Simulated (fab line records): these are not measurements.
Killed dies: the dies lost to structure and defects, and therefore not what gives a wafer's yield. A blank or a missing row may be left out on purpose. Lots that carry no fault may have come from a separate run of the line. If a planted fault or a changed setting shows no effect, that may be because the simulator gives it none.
fab line records	flow n5_finfet	part 2 of 2: steps 4 to 6 of 6
record lots=21	wafers=63	last_day=18
route steps=1938 shown BEOL_M6@1215 BEOL_M7@1280
lots that met no fault: from a run of the same line without faults
start_h: hours from the record's first day to the start of the lot's first wafer shown	wait_h: time in hours since the lot's previous step	" repeats the value in the row above	L1.1+2: a row that stands for several wafers	- no value, or no start given	* or withheld: withheld	< > ~ a bound
route shown NAME@n: a module of which the file shows steps, and the number in the route of the first	usual: average and standard deviation across the fault-free wafers	same: alike in all rows	chamber/n: place in a boat	sites: each site's reading	_std_site: how widely they spread, as a standard deviation	_edge_site: mean of outer sites minus mean of inner sites	radius_mm: how far each site lies from the wafer's centre	mask NAME#n: copy n	behind: the last tool/chamber to shape the wafer	hold: why the lot went on hold/how many hours it stayed there/how the hold came to an end	device: the transistor (n, p or np) that didn't switch	end of line: tests of these same wafers at the route's end	step lacking rows: just its recipe	killed: count of dies lost to structure and defects at first sort (not the wafer's yield)	map: a wafer's dies, marking killed ones x, the rest . and places with no die _
set.NAME: the setting that was run; set.NAME@STEP: the one run at that earlier step	model.NAME: the simulator's own value behind a step, which no gauge read
route steps across a sampled set of lots; one table per step, one row per wafer
services: the hour from which a tool's chamber was out of use, counted from the record's first day as start_h (under 0 if before that day), plus the number of hours and why
## steps
# step N5_BEOL_M7_ETCH_61
# recipe chemistry=CF4	target=SiARC	target_depth_a=455	mask_material=CAR-ArF	time_s=75.8	ion_energy_ev=80	pressure_mtorr=40	source_w=545	bias_w=36	Ar_flow_sccm=100	cf4_flow_sccm=100	ends=cleared
# usual bias_w=35.99/0.1	cf4_flow_sccm=99.98/0.29	drypump_motor_current_A=5.7/0.37	etch_rf_on_time_s=76.0/1.5	oes_product_au=0.66/0.071	rf_vpp_V=183.9/1.1	showerhead_plenum_p_Torr=2.13/0.069	throttle_valve_pct=15.63/0.24
lot.wafer	tool	chamber	start_h	wait_h	bias_w	cf4_flow_sccm	drypump_motor_current_A	etch_rf_on_time_s	oes_product_au	rf_hours_counter_h	rf_vpp_V	showerhead_plenum_p_Torr	throttle_valve_pct
L074.2	rie_diel-04	3	184.55	0.0	35.90	100.45	6.3	77.8	0.72	49	185.8	2.27	15.58
L074.4	"	0	"	"	35.97	99.60	5.5	76.8	0.60	219	182.7	2.03	15.81
L074.6	"	3	"	"	35.74	100.03	6.3	78.3	0.72	-	184.7	2.27	15.57
L075.1	rie_diel-02	3	212.08	0.0	36.10	100.28	4.9	72.6	0.64	214	181.9	2.04	16.03
L075.4	"	3	"	"	36.11	100.36	4.9	72.3	0.64	-	183.0	2.04	16.04
L075.6	"	0	"	"	35.98	100.29	5.7	76.0	0.82	-	183.5	2.18	15.25
L076.3	rie_diel-02	0	218.05	0.0	36.10	100.14	5.7	77.0	0.81	9	185.2	2.18	15.24
L076.5	"	3	"	"	35.88	100.35	4.9	73.1	0.63	-	183.4	2.04	16.03
L076.6	"	2	"	"	35.94	100.02	5.9	75.6	0.65	-	184.5	2.15	15.87
L077.2	rie_diel-02	3	218.63	0.0	36.14	99.94	4.9	72.5	0.63	216	182.3	2.04	16.03
L077.4	"	0	"	"	35.87	99.81	5.6	76.6	0.80	-	184.0	2.18	15.26
L077.5	"	3	"	"	36.22	99.74	4.9	72.9	0.62	-	183.0	2.04	16.04
L078.1	rie_diel-04	3	228.28	0.0	35.88	99.99	6.3	77.8	0.71	62	185.4	2.27	15.61
L078.3	"	2	"	"	35.97	99.97	5.8	75.8	0.63	177	184.6	2.14	15.69
L078.4	"	0	"	"	35.98	100.62	5.5	77.3	0.59	-	182.7	2.03	15.84
L080.2	rie_diel-02	3	242.18	0.0	36.04	99.62	4.9	71.8	0.63	222	183.1	2.04	16.05
L080.3	"	1	"	"	35.95	100.32	6.3	73.1	0.83	6	183.4	2.11	15.23
L080.6	"	0	"	"	35.98	99.89	5.7	75.5	0.81	-	182.8	2.17	15.26
L081.3	rie_diel-03	0	250.70	0.0	36.03	99.90	5.9	76.2	0.70	72	183.0	2.08	15.37
L081.5	"	2	"	"	36.04	100.11	6.1	76.6	0.64	-	182.7	2.05	15.75
L081.6	"	1	"	"	35.89	99.68	5.7	74.8	0.65	-	185.2	2.14	15.46
L085.2	rie_diel-04	0	250.88	0.0	36.03	99.93	5.5	77.5	0.59	238	183.1	2.02	15.86
L085.3	"	2	"	"	36.12	100.39	5.8	75.7	0.61	185	184.1	2.13	15.68
L085.5	"	0	"	"	35.91	100.01	5.5	77.9	0.58	-	183.5	2.02	15.85
L083.4	rie_diel-03	1	264.89	0.0	36.19	100.26	5.7	75.7	0.64	166	183.5	2.14	15.48
L083.5	"	2	"	"	35.87	100.29	6.0	76.3	0.64	-	182.4	2.05	15.74
L083.6	"	3	"	"	35.82	99.49	5.5	76.8	0.59	-	185.5	2.21	15.72
L084.3	rie_diel-03	2	269.35	0.0	36.00	99.73	6.0	75.6	0.63	192	180.6	2.05	15.76
L084.4	"	1	"	"	35.92	100.04	5.7	74.9	0.65	168	184.6	2.14	15.49
L084.5	"	2	"	"	35.96	100.10	6.0	76.5	0.63	-	183.3	2.05	15.76
L088.2	rie_diel-03	3	271.62	0.0	35.97	100.06	5.5	76.9	0.59	211	185.2	2.21	15.72
L088.4	"	0	"	"	36.05	99.45	5.9	78.3	0.69	79	184.3	2.08	15.37
L088.5	"	0	"	"	35.94	99.80	5.9	78.3	0.69	-	183.1	2.08	15.38
L086.1	rie_diel-04	3	271.91	0.0	35.97	99.84	6.3	77.2	0.70	76	186.4	2.26	15.64
L086.3	"	0	"	"	36.16	100.22	5.5	76.2	0.59	244	182.7	2.02	15.88
L086.5	"	0	"	"	36.07	99.72	5.5	76.8	0.59	-	182.3	2.02	15.86
L087.1	rie_diel-04	2	272.75	0.0	35.92	99.92	5.8	76.3	0.61	191	183.8	2.13	15.70
L087.3	"	0	"	"	36.00	99.85	5.5	77.4	0.58	244	182.5	2.02	15.86
L087.6	"	2	"	"	36.05	99.73	5.8	76.1	0.61	-	185.1	2.13	15.69
L089.4	rie_diel-02	2	286.97	0.0	35.96	99.54	5.8	74.9	0.63	173	183.2	2.14	15.90
L089.5	"	1	"	"	35.83	100.28	6.3	74.5	0.79	-	187.2	2.10	15.26
L089.6	"	0	"	"	36.16	99.40	5.7	75.9	0.77	-	184.8	2.17	15.27
L090.1	rie_diel-03	3	300.76	0.0	36.18	99.78	5.5	76.2	0.58	219	185.8	2.21	15.74
L090.3	"	1	"	"	36.11	99.26	5.7	75.1	0.65	177	184.8	2.13	15.49
L090.5	"	1	"	"	36.07	99.80	5.7	75.4	0.63	-	183.4	2.13	15.49
L091.3	rie_diel-02	3	304.47	0.0	36.13	100.07	4.9	72.6	0.62	240	182.5	2.03	16.07
L091.5	"	1	"	"	36.01	100.14	6.4	75.6	0.77	-	183.8	2.10	15.27
L091.6	"	2	"	"	35.79	99.62	5.8	75.5	0.63	-	183.8	2.14	15.91
L093.2	rie_diel-04	3	308.21	0.0	35.95	99.76	6.3	77.8	0.69	88	184.3	2.26	15.66
L093.3	"	2	"	"	36.05	100.13	5.8	75.5	0.61	204	183.5	2.13	15.73
L093.5	"	1	"	"	36.05	100.01	5.2	76.5	0.79	-	183.9	2.18	15.28
L092.2	rie_diel-02	2	312.71	0.0	35.87	100.25	5.8	75.6	0.63	184	185.1	2.14	15.92
L092.3	"	3	"	"	35.89	99.97	4.9	73.6	0.61	245	183.4	2.03	16.08
L092.6	"	1	"	"	35.99	100.01	6.4	75.7	0.77	-	184.8	2.10	15.28
L097.2	rie_diel-03	1	348.54	0.0	36.20	100.23	5.7	74.9	0.63	192	183.4	2.13	15.50
L097.3	"	3	"	"	35.88	99.68	5.5	77.5	0.58	233	185.0	2.20	15.77
L097.5	"	3	"	"	35.96	100.01	5.5	77.1	0.57	-	186.0	2.20	15.77
L095.1	rie_diel-03	1	349.00	0.0	35.88	100.29	5.7	75.2	0.64	192	184.3	2.13	15.52
L095.4	"	2	"	"	36.08	99.64	6.0	75.9	0.62	215	182.7	2.04	15.80
L095.5	"	3	"	"	36.07	99.11	5.5	77.4	0.57	-	183.3	2.20	15.77
L096.1	rie_diel-03	3	351.82	0.0	36.13	99.96	5.5	77.9	0.57	234	184.3	2.20	15.78
L096.2	"	2	"	"	35.92	99.58	6.0	77.1	0.61	216	183.3	2.04	15.81
L096.5	"	1	"	"	35.90	99.89	5.7	76.2	0.63	-	182.9	2.13	15.52
# step N5_BEOL_M7_HM_OPEN_17
# recipe chemistry=Cl2/BCl3	target_depth_a=200	overetch_a=60	target=TiN	mask_material=SOC	ion_energy_ev=150	pressure_mtorr=10	icp_w=1000	bias_w=126	Cl2_flow_sccm=53.25	bcl3_flow_sccm=21.75	Ar_flow_sccm=25
# usual bias_w=126.0/0.36	drypump_motor_current_A=6.05/0.3	he_backside_leak_sccm=3.48/0.24	oes_product_au=0.68/0.058	throttle_valve_pct=22.15/0.19
lot.wafer	tool	chamber	start_h	wait_h	bias_w	drypump_motor_current_A	he_backside_leak_sccm	oes_product_au	rf_hours_counter_h	throttle_valve_pct
L074.2	rie_metal-02	1	184.79	0.0	125.5	6.17	3.36	0.76	7	22.36
L074.4	"	0	"	"	126.1	6.12	3.46	0.75	-	22.10
L074.6	"	0	"	"	126.1	6.16	3.45	0.76	-	22.11
L075.1	rie_metal-03	0	212.33	0.0	126.6	6.31	3.55	0.68	39	22.05
L075.4	"	1	"	"	125.6	6.07	3.44	0.53	-	22.01
L075.6	"	1	"	"	125.9	6.07	3.51	0.52	-	22.01
L076.3	rie_metal-03	1	218.33	0.1	125.8	6.09	3.69	0.52	-	22.03
L076.5	"	0	"	"	125.9	6.29	3.49	0.68	-	22.05
L076.6	"	1	"	"	126.2	6.05	3.72	0.51	-	22.02
L077.2	rie_metal-03	0	218.87	0.0	126.0	6.27	3.41	0.67	40	22.08
L077.4	"	1	"	"	126.4	6.06	3.45	0.52	-	22.02
L077.5	"	0	"	"	126.1	6.28	3.50	0.68	-	22.06
L078.1	rie_metal-02	1	228.52	0.0	125.8	6.14	3.28	0.74	11	22.36
L078.3	"	0	"	"	125.4	6.11	3.56	0.73	-	22.10
L078.4	"	1	"	"	126.3	6.19	3.33	0.74	-	22.38
L080.2	rie_metal-01	0	242.43	0.0	126.3	5.29	3.60	0.66	43	21.75
L080.3	"	1	"	"	125.4	6.14	3.78	0.67	-	22.24
L080.6	"	0	"	"	126.2	5.27	3.67	0.67	-	21.75
L081.3	rie_metal-02	1	250.97	0.1	126.2	6.22	3.18	0.73	-	22.38
L081.5	"	0	"	"	126.1	6.12	3.41	0.74	-	22.13
L081.6	"	1	"	"	126.2	6.21	3.10	0.72	-	22.38
L085.2	rie_metal-01	1	251.12	0.0	126.1	6.16	3.67	0.68	38	22.23
L085.3	"	1	"	"	126.3	6.13	3.34	0.68	-	22.23
L085.5	"	0	"	"	125.9	5.28	3.65	0.65	-	21.74
L083.4	rie_metal-02	1	265.16	0.1	125.5	6.19	3.24	0.72	-	22.37
L083.5	"	0	"	"	126.8	6.13	3.54	0.72	-	22.13
L083.6	"	1	"	"	125.2	6.20	3.04	0.72	-	22.38
L084.3	rie_metal-02	0	269.63	0.1	125.9	6.15	3.47	0.72	-	22.11
L084.4	"	1	"	"	126.1	6.17	3.23	0.73	-	22.36
L084.5	"	0	"	"	125.8	6.17	3.52	0.72	-	22.13
L088.2	rie_metal-03	0	271.90	0.1	126.0	6.30	3.66	0.67	-	22.08
L088.4	"	0	"	"	125.3	6.31	3.58	0.68	-	22.08
L088.5	"	0	"	"	126.1	6.28	3.51	0.67	-	22.06
L086.1	rie_metal-02	0	272.15	0.0	126.2	6.08	3.38	0.71	18	22.12
L086.3	"	1	"	"	126.1	6.19	3.25	0.70	-	22.40
L086.5	"	0	"	"	125.8	6.07	3.34	0.71	-	22.13
L087.1	rie_metal-02	1	273.00	0.0	126.1	6.24	3.31	0.73	14	22.37
L087.3	"	0	"	"	126.3	6.13	3.35	0.73	-	22.13
L087.6	"	1	"	"	126.4	6.19	3.39	0.72	-	22.39
L089.4	rie_metal-01	0	287.24	0.1	125.5	5.30	3.59	0.64	-	21.73
L089.5	"	1	"	"	125.9	6.10	3.84	0.65	-	22.27
L089.6	"	0	"	"	126.1	5.29	3.64	0.64	-	21.75
L090.1	rie_metal-01	1	301.00	0.0	125.9	6.14	3.60	0.66	44	22.25
L090.3	"	0	"	"	126.0	5.25	3.67	0.63	-	21.75
L090.5	"	1	"	"	125.4	6.15	3.53	0.65	-	22.27
L091.3	rie_metal-02	1	304.74	0.1	126.2	6.16	3.25	0.72	-	22.37
L091.5	"	0	"	"	126.1	6.12	3.34	0.72	-	22.14
L091.6	"	1	"	"	126.0	6.18	3.21	0.71	-	22.39
L093.2	rie_metal-02	1	308.46	0.0	125.9	6.21	3.19	0.72	17	22.38
L093.3	"	1	"	"	125.6	6.19	3.18	0.70	-	22.39
L093.5	"	0	"	"	125.7	6.09	3.51	0.71	-	22.14
L092.2	rie_metal-02	1	312.95	0.0	125.8	6.17	3.26	0.72	17	22.37
L092.3	"	1	"	"	126.3	6.20	3.29	0.71	-	22.38
L092.6	"	1	"	"	125.9	6.17	3.39	0.71	-	22.38
L097.2	rie_metal-02	0	348.79	0.0	126.1	6.08	3.56	0.71	25	22.13
L097.3	"	1	"	"	125.9	6.17	3.15	0.69	-	22.41
L097.5	"	1	"	"	126.0	6.19	3.14	0.70	-	22.39
L095.1	rie_metal-02	0	349.25	0.0	126.2	6.12	3.57	0.70	25	22.16
L095.4	"	0	"	"	125.9	6.15	3.51	0.70	-	22.16
L095.5	"	0	"	"	126.3	6.14	3.65	0.70	-	22.13
L096.1	rie_metal-01	0	352.07	0.0	125.3	5.27	3.68	0.62	55	21.77
L096.2	"	1	"	"	126.1	6.10	3.68	0.65	49	22.25
L096.5	"	1	"	"	125.6	6.15	3.55	0.65	-	22.29
# step N5_BEOL_M7_CD_MEAS_18
# recipe pitch_nm=80	target_cd_nm=40
# usual cd_nm=40.0/0.6
lot.wafer	tool	chamber	start_h	wait_h	cd_nm
L074.2	cd_sem-01	-	184.97	0.1	40.7
L074.4	"	-	"	"	40.6
L074.6	"	-	"	"	40.3
L075.1	cd_sem-02	-	212.51	0.0	39.0
L075.4	"	-	"	"	39.7
L075.6	"	-	"	"	39.7
L076.3	cd_sem-03	-	218.62	0.1	41.2
L076.5	"	-	"	"	40.9
L076.6	"	-	"	"	40.3
L077.2	cd_sem-03	-	219.05	0.1	40.4
L077.4	"	-	"	"	40.4
L077.5	"	-	"	"	40.6
L078.1	cd_sem-01	-	228.73	0.0	40.0
L078.3	"	-	"	"	40.4
L078.4	"	-	"	"	40.1
L080.2	cd_sem-01	-	242.73	0.1	39.8
L080.3	"	-	"	"	39.9
L080.6	"	-	"	"	39.9
L081.3	cd_sem-02	-	251.12	0.1	39.7
L081.5	"	-	"	"	39.6
L081.6	"	-	"	"	39.3
L085.2	cd_sem-01	-	251.30	0.1	39.3
L085.3	"	-	"	"	40.7
L085.5	"	-	"	"	38.8
L083.4	cd_sem-03	-	265.32	0.1	40.0
L083.5	"	-	"	"	39.3
L083.6	"	-	"	"	39.4
L084.3	cd_sem-01	-	269.78	0.1	41.0
L084.4	"	-	"	"	40.9
L084.5	"	-	"	"	41.1
L088.2	cd_sem-03	-	272.14	0.1	39.5
L088.4	"	-	"	"	39.5
L088.5	"	-	"	"	39.8
L086.1	cd_sem-02	-	272.33	0.0	39.0
L086.3	"	-	"	"	39.2
L086.5	"	-	"	"	38.8
L087.1	cd_sem-01	-	273.18	0.0	40.9
L087.3	"	-	"	"	39.6
L087.6	"	-	"	"	39.6
L089.4	cd_sem-01	-	287.41	0.1	40.6
L089.5	"	-	"	"	40.5
L089.6	"	-	"	"	40.5
L090.1	cd_sem-01	-	301.19	0.0	39.9
L090.3	"	-	"	"	41.0
L090.5	"	-	"	"	39.9
L091.3	cd_sem-03	-	304.99	0.1	41.3
L091.5	"	-	"	"	40.3
L091.6	"	-	"	"	40.6
L093.2	cd_sem-02	-	308.85	0.1	38.9
L093.3	"	-	"	"	40.4
L093.5	"	-	"	"	38.9
L092.2	cd_sem-01	-	313.15	0.1	40.4
L092.3	"	-	"	"	39.9
L092.6	"	-	"	"	40.1
L097.2	cd_sem-03	-	349.02	0.1	39.6
L097.3	"	-	"	"	39.2
L097.5	"	-	"	"	39.4
L095.1	cd_sem-01	-	349.43	0.0	41.0
L095.4	"	-	"	"	40.3
L095.5	"	-	"	"	39.9
L096.1	cd_sem-03	-	352.29	0.0	40.5
L096.2	"	-	"	"	40.9
L096.5	"	-	"	"	40.8
## services
tool	chamber	start_h	hours	kind
rie_metal-01	0	155.40	25.5	repair
rie_diel-05	0	156.43	8.6	repair
rie_metal-03	-	162.48	0.4	repair
rie_diel-01	1	164.18	2.6	repair
rie_diel-04	0	176.83	7.2	repair
rie_metal-03	-	177.06	1.4	pm
rie_diel-01	3	181.79	-	clean
rie_diel-04	0	204.06	8.8	repair
rie_diel-05	-	220.37	0.1	repair
rie_metal-02	-	233.82	14.6	pm
rie_diel-05	-	242.12	2.8	pm
rie_diel-05	0	249.32	13.7	repair
rie_diel-02	1	257.11	6.0	repair
rie_metal-03	1	261.15	-	clean
rie_metal-03	1	261.15	22.9	scheduled_down
rie_metal-03	1	261.15	22.9	vent_cycle
rie_diel-01	1	266.36	5.0	repair
rie_diel-04	0	284.54	18.3	repair
rie_diel-02	3	293.80	6.4	repair
rie_diel-03	0	318.87	4.7	repair
rie_diel-06	-	323.83	2.8	pm
rie_diel-03	0	325.59	3.4	repair
rie_metal-02	-	346.79	0.3	repair
rie_diel-04	1	350.14	7.9	repair
